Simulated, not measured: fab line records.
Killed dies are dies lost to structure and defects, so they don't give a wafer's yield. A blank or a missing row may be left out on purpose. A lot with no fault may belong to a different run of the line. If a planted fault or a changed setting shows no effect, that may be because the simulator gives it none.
Tool commonality check :: flow n5-finfet :: Sample size 11 lots and 30 wafers

== REASON FOR OPENING ==
Flagged at N5_FIN_SAQP_INSPECT_40: reading raw-defect-count, on 2 of 11 lots. Wafers without a fault read 242, standard deviation 66.
Rule: a lot is flagged in two cases, either no wafer of it has a number, or all its wafers with numbers fall more than 4 standard deviations from that mean. The other lots count as sound.

lot: L964
measured: day 2 04:16
on: defect-inspect-01
raw-defect-count, wafer by wafer: 249 324 225
flag: 

lot: L965
measured: day 2 08:51
on: defect-inspect-01
raw-defect-count, wafer by wafer: 152 222 329
flag: 

lot: L968
measured: day 3 02:53
on: defect-inspect-01
raw-defect-count, wafer by wafer: 137 218 180
flag: 

lot: L969
measured: day 3 09:29
on: defect-inspect-02
raw-defect-count, wafer by wafer: 231 178 249
flag: 

lot: L975
measured: day 4 22:14
on: defect-inspect-02
raw-defect-count, wafer by wafer: 323 290
flag: 

lot: L976
measured: day 5 05:16
on: defect-inspect-02
raw-defect-count, wafer by wafer: 527 719 686
flag: FLAGGED

lot: L978
measured: day 5 14:15
on: defect-inspect-01
raw-defect-count, wafer by wafer: 597 589 518
flag: FLAGGED

lot: L980
measured: day 6 02:50
on: defect-inspect-01
raw-defect-count, wafer by wafer: 259 287
flag: 

lot: L981
measured: day 6 08:35
on: defect-inspect-01
raw-defect-count, wafer by wafer: 240 185 160
flag: 

lot: L983
measured: day 7 00:26
on: defect-inspect-01
raw-defect-count, wafer by wafer: 190 249
flag: 

lot: L987
measured: day 7 20:34
on: defect-inspect-01
raw-defect-count, wafer by wafer: 237 204 326
flag: 
Average over the flagged lots: 606; offset from the usual +364, equal to +6 standard deviations.

== TOOL THAT RAN EACH LOT ==
3 process steps preceding the reading are held in the record, out of 1938 steps in the route. Each cell gives the tool, then ch followed by the chambers the sampled wafers passed through, then the start.
lot: L964
flag: 
N5_FIN_SAQP_RECESS_63: vapor-etch-02 ch 0,1, day 2 02:26
N5_FIN_SAQP_RECESS_71: vapor-etch-01 ch 0,1, day 2 02:58
N5_FIN_SAQP_SPACER2_ALD_28: ald-sin-02 ch 0,1,2, day 2 03:04

lot: L965
flag: 
N5_FIN_SAQP_RECESS_63: vapor-etch-01 ch 0,1, day 2 06:34
N5_FIN_SAQP_RECESS_71: vapor-etch-01 ch 0,1, day 2 07:35
N5_FIN_SAQP_SPACER2_ALD_28: ald-sin-02 ch 1,2, day 2 07:45

lot: L968
flag: 
N5_FIN_SAQP_RECESS_63: vapor-etch-02 ch 0,1, day 3 00:53
N5_FIN_SAQP_RECESS_71: vapor-etch-01 ch 1, day 3 01:30
N5_FIN_SAQP_SPACER2_ALD_28: ald-sin-03 ch 2,3, day 3 01:46

lot: L969
flag: 
N5_FIN_SAQP_RECESS_63: vapor-etch-01 ch 0,1, day 3 07:35
N5_FIN_SAQP_RECESS_71: vapor-etch-02 ch 0,1, day 3 08:12
N5_FIN_SAQP_SPACER2_ALD_28: ald-sin-02 ch 1,2,3, day 3 08:20

lot: L975
flag: 
N5_FIN_SAQP_RECESS_63: vapor-etch-01 ch 0, day 4 20:17
N5_FIN_SAQP_RECESS_71: vapor-etch-02 ch 0,1, day 4 20:59
N5_FIN_SAQP_SPACER2_ALD_28: ald-sin-03 ch 0,1, day 4 21:07

lot: L976
flag: FLAGGED
N5_FIN_SAQP_RECESS_63: vapor-etch-01 ch 0,1, day 5 02:53
N5_FIN_SAQP_RECESS_71: vapor-etch-02 ch 0,1, day 5 03:29
N5_FIN_SAQP_SPACER2_ALD_28: ald-sin-03 ch 0,2, day 5 04:01

lot: L978
flag: FLAGGED
N5_FIN_SAQP_RECESS_63: vapor-etch-02 ch 0,1, day 5 12:18
N5_FIN_SAQP_RECESS_71: vapor-etch-02 ch 0,1, day 5 12:55
N5_FIN_SAQP_SPACER2_ALD_28: ald-sin-04 ch 0,1,2, day 5 13:04

lot: L980
flag: 
N5_FIN_SAQP_RECESS_63: vapor-etch-02 ch 0,1, day 6 00:50
N5_FIN_SAQP_RECESS_71: vapor-etch-01 ch 0,1, day 6 01:35
N5_FIN_SAQP_SPACER2_ALD_28: ald-sin-02 ch 1,2, day 6 01:43

lot: L981
flag: 
N5_FIN_SAQP_RECESS_63: vapor-etch-02 ch 0,1, day 6 06:43
N5_FIN_SAQP_RECESS_71: vapor-etch-01 ch 0,1, day 6 07:20
N5_FIN_SAQP_SPACER2_ALD_28: ald-sin-02 ch 0,2, day 6 07:28

lot: L983
flag: 
N5_FIN_SAQP_RECESS_63: vapor-etch-02 ch 0,1, day 6 22:05
N5_FIN_SAQP_RECESS_71: vapor-etch-01 ch 1, day 6 22:41
N5_FIN_SAQP_SPACER2_ALD_28: ald-sin-03 ch 2, day 6 22:47

lot: L987
flag: 
N5_FIN_SAQP_RECESS_63: vapor-etch-01 ch 0,1, day 7 18:42
N5_FIN_SAQP_RECESS_71: vapor-etch-01 ch 0,1, day 7 19:19
N5_FIN_SAQP_SPACER2_ALD_28: ald-sin-02 ch 0,1, day 7 19:27
These steps, and what they do:
- N5_FIN_SAQP_RECESS_63: chemistry HF/NH3, target SiO2, target depth 18 nm, afs cycles 3, sublimation time 60 s.
- N5_FIN_SAQP_RECESS_71: chemistry HF/NH3, target SiO2, target depth 3 nm, afs cycles 1, sublimation time 60 s.
- N5_FIN_SAQP_SPACER2_ALD_28: deposits SiO2, target thk 8.1 nm, pulse time 1 s, purge time 2 s.
- N5_FIN_SAQP_INSPECT_40: inspects for defects (brightfield).

== FLAGGED OVER TOTAL, TOOL BY TOOL (the gauges that took the reading come last) ==
step: N5_FIN_SAQP_RECESS_63
tool: vapor-etch-01
lots run: 5
flagged: 1
share of the flagged lots: some
sound lots run after its first flagged lot: 1 (L987)

step: N5_FIN_SAQP_RECESS_63
tool: vapor-etch-02
lots run: 6
flagged: 1
share of the flagged lots: some
sound lots run after its first flagged lot: 3 (L980,L981,L983)

step: N5_FIN_SAQP_RECESS_71
tool: vapor-etch-01
lots run: 7
flagged: 0
share of the flagged lots: none
sound lots run after its first flagged lot: -

step: N5_FIN_SAQP_RECESS_71
tool: vapor-etch-02
lots run: 4
flagged: 2
share of the flagged lots: all
sound lots run after its first flagged lot: 0

step: N5_FIN_SAQP_SPACER2_ALD_28
tool: ald-sin-02
lots run: 6
flagged: 0
share of the flagged lots: none
sound lots run after its first flagged lot: -

step: N5_FIN_SAQP_SPACER2_ALD_28
tool: ald-sin-03
lots run: 4
flagged: 1
share of the flagged lots: some
sound lots run after its first flagged lot: 1 (L983)

step: N5_FIN_SAQP_SPACER2_ALD_28
tool: ald-sin-04
lots run: 1
flagged: 1
share of the flagged lots: some
sound lots run after its first flagged lot: 0

step: N5_FIN_SAQP_INSPECT_40
tool: defect-inspect-01
lots run: 8
flagged: 1
share of the flagged lots: some
sound lots run after its first flagged lot: 4 (L980,L981,L983,L987)

step: N5_FIN_SAQP_INSPECT_40
tool: defect-inspect-02
lots run: 3
flagged: 1
share of the flagged lots: some
sound lots run after its first flagged lot: 0

== WHAT THE TABLE PERMITS ==
Rows of the table that ran each flagged lot: 1, that is vapor-etch-02 at N5_FIN_SAQP_RECESS_71.
- vapor-etch-02 at N5_FIN_SAQP_RECESS_71 ran 4 lots, 2 of them flagged. It ran its last sound lot, L975, at day 4 20:59 and its first flagged lot, L976, at day 5 03:29: a fault with its onset between the two fits.
vapor-etch-02 at N5_FIN_SAQP_RECESS_71 is the single tool remaining.

== WHAT HAD BEEN PUT IN BY THE SIMULATOR ==
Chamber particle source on vapor-etch-02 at N5_FIN_SAQP_RECESS_71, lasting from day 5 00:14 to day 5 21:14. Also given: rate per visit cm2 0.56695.
Lots struck among those shown: L976, L978. Same finding as the rule above.
